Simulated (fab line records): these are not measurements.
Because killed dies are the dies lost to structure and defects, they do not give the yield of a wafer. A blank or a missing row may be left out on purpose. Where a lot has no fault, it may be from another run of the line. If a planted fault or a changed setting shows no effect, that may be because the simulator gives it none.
Which tool did it? ; flow n5 finfet ; 12 lots, 32 wafers sampled, at 2 steps of a route of 1938

WHAT EACH GAUGE READ, for each wafer
N5_DUMMY_GATE_CD_MEAS_15: target cd 25.8 nm.
lot;measured;on;cd nm (nm)
L616;day 3 07:05;cd sem-01;24.96 25.30 24.58
L617;day 3 10:31;cd sem-01;25.15 24.76 25.08
L625;day 5 10:58;cd sem-01;24.96 24.96 25.45
L627;day 5 23:21;cd sem-02;25.31 25.39 24.78
L628;day 6 07:50;cd sem-01;25.24 25.08 25.52
L631;day 7 00:24;cd sem-01;25.20
L633;day 7 10:57;cd sem-03;24.85
L634;day 7 16:50;cd sem-01;24.87 25.01 24.87
L635;day 7 21:59;cd sem-02;24.51 25.14 24.67
L636;day 8 04:45;cd sem-03;25.04 25.44 25.14
L637;day 8 09:58;cd sem-03;24.93 24.90 24.63
L638;day 8 15:21;cd sem-02;24.66 24.82 24.54

WHICH TOOL RAN EACH LOT (tool, then ch and the chambers of the sampled wafers, then the start)
lot;N5_DUMMY_GATE_CMP_04
L616;cmp-02 ch 1,2, day 3 02:34
L617;cmp-02 ch 0,3, day 3 05:57
L625;cmp-02 ch 0,1,3, day 5 06:20
L627;cmp-01 ch 0,1,2, day 5 18:52
L628;cmp-01 ch 0,3, day 6 03:17
L631;cmp-01 ch 2, day 6 19:50
L633;cmp-02 ch 2, day 7 06:26
L634;cmp-04 ch 1,3, day 7 12:11
L635;cmp-04 ch 1,2,3, day 7 17:31
L636;cmp-01 ch 0,1,2, day 8 00:04
L637;cmp-01 ch 0,1,3, day 8 05:28
L638;cmp-01 ch 1,2,3, day 8 10:43
- N5_DUMMY_GATE_CMP_04: polishes a-Si.

WHAT THE TOOLS THEMSELVES READ (means of the sampled wafers that have a number; where no wafer has one, the mark that the record gives instead)
N5_DUMMY_GATE_CMP_04.
lot;tool;motor current A (A);time to endpoint s (s)
L616;cmp-02;9.3;15.5
L617;cmp-02;10.9;13.4
L625;cmp-02;10.5;12.2
L627;cmp-01;11.8;13.1
L628;cmp-01;10.3;16.2
L631;cmp-01;11.2;12.6
L633;cmp-02;9.0;16.4
L634;cmp-04;10.6;16.0
L635;cmp-04;10.2;14.8
L636;cmp-01;11.7;12.8
L637;cmp-01;11.3;15.1
L638;cmp-01;11.5;14.8

THE ANSWER, worked out from the rows above alone
Rule: the lots themselves supply what counts as usual. The widest of any qualifying gaps counts: lots, ordered by their means at a reading, are off when they make up no more than a third of the lots, leave a main group of 4 or more, and stand apart from it by 3 or more times the standard deviation of that group's means. Not used: any main group whose means are identical at the precision the tables above print for the reading. A lot without any number at a reading at which 4 lots or more have one is off too. Any other lot the step has rows for is counted as sound. After the gauges, taken in route order, come the tools' own readings; for these a lot's mean is taken, as printed above. The first step at which some lot is off is used, and at that step the reading that is off furthest; a lot without a number counts as furthest.
No lot is off on any of the readings shown, so nothing can be concluded from this.

WHAT WAS PUT IN BY THE SIMULATOR
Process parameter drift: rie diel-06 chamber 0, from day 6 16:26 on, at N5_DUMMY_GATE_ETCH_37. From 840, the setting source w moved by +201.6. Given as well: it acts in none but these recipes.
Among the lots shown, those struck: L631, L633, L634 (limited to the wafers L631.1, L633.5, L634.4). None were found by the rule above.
